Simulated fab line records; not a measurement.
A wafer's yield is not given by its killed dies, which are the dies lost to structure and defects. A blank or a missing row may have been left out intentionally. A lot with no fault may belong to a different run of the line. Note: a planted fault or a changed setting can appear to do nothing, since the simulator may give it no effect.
Comparing a struck lot with a sound one | flow nand-harc | 15 steps out of a route of 1302
Sound: wafers L794.3, L794.5, L794.6. The struck wafers were L796.2, L796.4, L796.6. The cause is given at the end.
For every step that has rows: the tool of each side, followed by ch and its chambers, followed by its first start. Under that, the readings that differ: sound wafers | struck wafers | difference of the means | sigmas: that difference in standard deviations of wafers without a fault.
alike: a reading whose means differ by less than 2 such deviations, as well as words and numbers matching on both sides. not compared: withheld readings; readings where some wafer has no value; bounds like >300 that might hide an equal value; numbers whose values overlap and for which the record gives no deviation.
The two part at a step that has a row with sigmas, a row that says differs or no value, or rows on one side only. Numbers that don't overlap but have no deviation are shown without sigmas and don't part them. Lack of a reading on every wafer of one side parts them only where that side has two or more wafers.

first, 7 steps without rows for these wafers: NHARC_P_ZERO_WELL_COAT_64 (time 65 s); NHARC_P_ZERO_WELL_COAT_05 (resist thk 600 nm); NHARC_P_ZERO_WELL_SOFTBAKE_06 (time 70 s); NHARC_P_ZERO_WELL_EBR_07; NHARC_P_ZERO_WELL_EXPOSE_08 (exposes mask P ZERO, target cd 500 nm); NHARC_P_ZERO_WELL_PEB_09 (peb time 80 s); NHARC_P_ZERO_WELL_DEVELOP_10 (time 50 s).
NHARC_P_ZERO_WELL_CD_MEAS_11: target cd 500 nm.
  sound on cd-sem-03 ch 0, day 4 09:18; struck on cd-sem-01 ch 0, day 5 05:07
  alike: cd-nm
then, 1 step without rows for these wafers: NHARC_P_ZERO_WELL_HARDBAKE_12 (time 65 s).
NHARC_P_ZERO_WELL_DESCUM_13: chemistry O2, time 3 s.
  sound on rie-diel-08 ch 1,2, day 4 09:28; struck on rie-diel-08 ch 0,1, day 5 05:17
  reading                     | sound       | struck      | difference | sigmas
  drypump-motor-current-A (A) | 6.3 5.7 6.3 | 5.7 4.8 4.9 | -1.0       | -2
  alike: mfc-ar-sccm, o2-flow-sccm, oes-product-au, rf-vpp-V, showerhead-plenum-p-Torr, throttle-valve-pct
  not compared: rf-hours-counter-h
NHARC_P_ZERO_WELL_ETCH_65: etches the open film in N2/H2, target depth 80 nm, overetch 24 nm, time 87.88 s.
  sound on rie-diel-08 ch 0,1,3, day 4 09:33; struck on rie-diel-08 ch 0,1,3, day 5 05:22
  alike: drypump-motor-current-A, mfc-ar-sccm, oes-product-au, rf-vpp-V, showerhead-plenum-p-Torr, throttle-valve-pct
  not compared: rf-hours-counter-h
NHARC_P_ZERO_WELL_ETCH_62: etches the open film in CHF3/Ar, target depth 13 nm, time 6.5 s.
  sound: rie-diel-08 ch 0,2,3; struck: rie-diel-08 ch 0,2
  alike: drypump-motor-current-A, mfc-ar-sccm, oes-product-au, rf-vpp-V, showerhead-plenum-p-Torr, throttle-valve-pct
  not compared: rf-hours-counter-h
NHARC_P_ZERO_WELL_ETCH_63: etches the open film in HBr/Cl2, target depth 120 nm, time 40.1 s.
  sound on rie-si-04 ch 0,1, day 4 09:43; struck on rie-si-04 ch 0,2,3, day 5 05:32
  reading               | sound             | struck            | difference | sigmas
  oes-product-au (a.u.) | 1.003 1.009 0.993 | 0.834 0.832 0.835 | -0.168     | -20
  alike: drypump-motor-current-A, throttle-valve-pct
  not compared: rf-hours-counter-h
then, 1 step without rows for these wafers: NHARC_P_ZERO_WELL_STRIP_15 (strips in SPM, time 900 s).
-- record jumps: 23 days between struck wafers' starts before vs after; left off in module P_ZERO_WELL, resumes in module END, first step shown is number 1302 of the route --
NHARC_END_SORT_01:
  sound on prober-02 ch 0, day 27 12:45; struck on prober-01 ch 0, day 28 00:31
  alike: killed-at-array, killed-at-other, killed-at-periphery, killed-dies, killed-open, killed-short

== WHERE THEY PART ==
Last at NHARC_P_ZERO_WELL_ETCH_63 as far as this record goes, first at NHARC_P_ZERO_WELL_DESCUM_13. Later steps at which nothing parts them and some readings are alike: NHARC_END_SORT_01.

WHY: whatever the simulator had introduced
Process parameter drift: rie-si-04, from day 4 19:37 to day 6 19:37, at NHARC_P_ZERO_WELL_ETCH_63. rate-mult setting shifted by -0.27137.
